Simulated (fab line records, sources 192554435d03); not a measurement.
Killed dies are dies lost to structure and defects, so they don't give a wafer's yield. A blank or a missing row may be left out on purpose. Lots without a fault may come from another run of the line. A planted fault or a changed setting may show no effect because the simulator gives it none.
Which tool did it? | flow n5_finfet | 12 lots, 36 wafers sampled, at 2 steps of a route of 1938

WHAT THE GAUGES READ, wafer by wafer
N5_FIN_SAQP_THK_MEAS_05.
lot  | measured    | on            | thk_nm (nm)
L075 | day 2 02:42 | film_metro-01 | 38.2 38.5 38.1
L077 | day 2 15:35 | film_metro-01 | 36.9 37.2 39.0
L079 | day 3 03:18 | film_metro-02 | 37.4 37.8 37.1
L081 | day 3 14:49 | film_metro-02 | 38.0 38.1 39.0
L083 | day 4 03:26 | film_metro-02 | 37.8 36.9 37.9
L085 | day 4 15:21 | film_metro-01 | 37.6 37.0 37.5
L087 | day 5 06:27 | film_metro-01 | 37.5 37.8 38.0
L089 | day 5 14:49 | film_metro-02 | 38.1 38.3 37.5
L091 | day 6 03:52 | film_metro-02 | 38.0 38.5 38.9
L093 | day 6 14:56 | film_metro-01 | 38.1 38.6 38.4
L095 | day 7 02:54 | film_metro-02 | 37.8 37.6 38.4
L097 | day 7 15:27 | film_metro-01 | 38.2 37.5 38.7

WHICH TOOL RAN EACH LOT (tool, then ch and the chambers of the sampled wafers, then the start)
lot  | N5_PMOS_HMC_CHANNEL_EPI_ETCH_32
L075 | rie_diel-03 ch 1,2,3, day 1 23:08
L077 | rie_diel-03 ch 0,1,3, day 2 11:43
L079 | rie_diel-03 ch 0,1,2, day 2 23:53
L081 | rie_diel-02 ch 2,3, day 3 11:27
L083 | rie_diel-01 ch 0,2,3, day 3 23:32
L085 | rie_diel-03 ch 1,2,3, day 4 11:52
L087 | rie_diel-02 ch 0,2,3, day 5 02:48
L089 | rie_diel-02 ch 0,2,3, day 5 11:16
L091 | rie_diel-03 ch 1,2,3, day 6 00:04
L093 | rie_diel-02 ch 1,2,3, day 6 11:35
L095 | rie_diel-03 ch 1,2, day 6 23:13
L097 | rie_diel-02 ch 0,1,3, day 7 11:56
- N5_PMOS_HMC_CHANNEL_EPI_ETCH_32: etches BARC in N2/H2, stops on SiO2, target depth 85.8 nm, time 50.3 s.

THE ANSWER, worked out from the rows above alone
Rule: what is usual is taken from the lots themselves. Put in order of their means at a reading, lots are off if they are a third of the lots or fewer, leave a main group of 4 or more, and stand apart from it by a gap of 3 or more times the standard deviation of the main group's means; of several such gaps the widest counts. A main group whose means are all the same, to the digits that the tables above print for the reading, isn't used. A lot without any number at a reading at which 4 lots or more have one is off too. The other lots that the step has rows for count as sound.
No lot is off at any reading shown: from this, nothing can be told.

WHAT THE SIMULATOR HAD PUT IN
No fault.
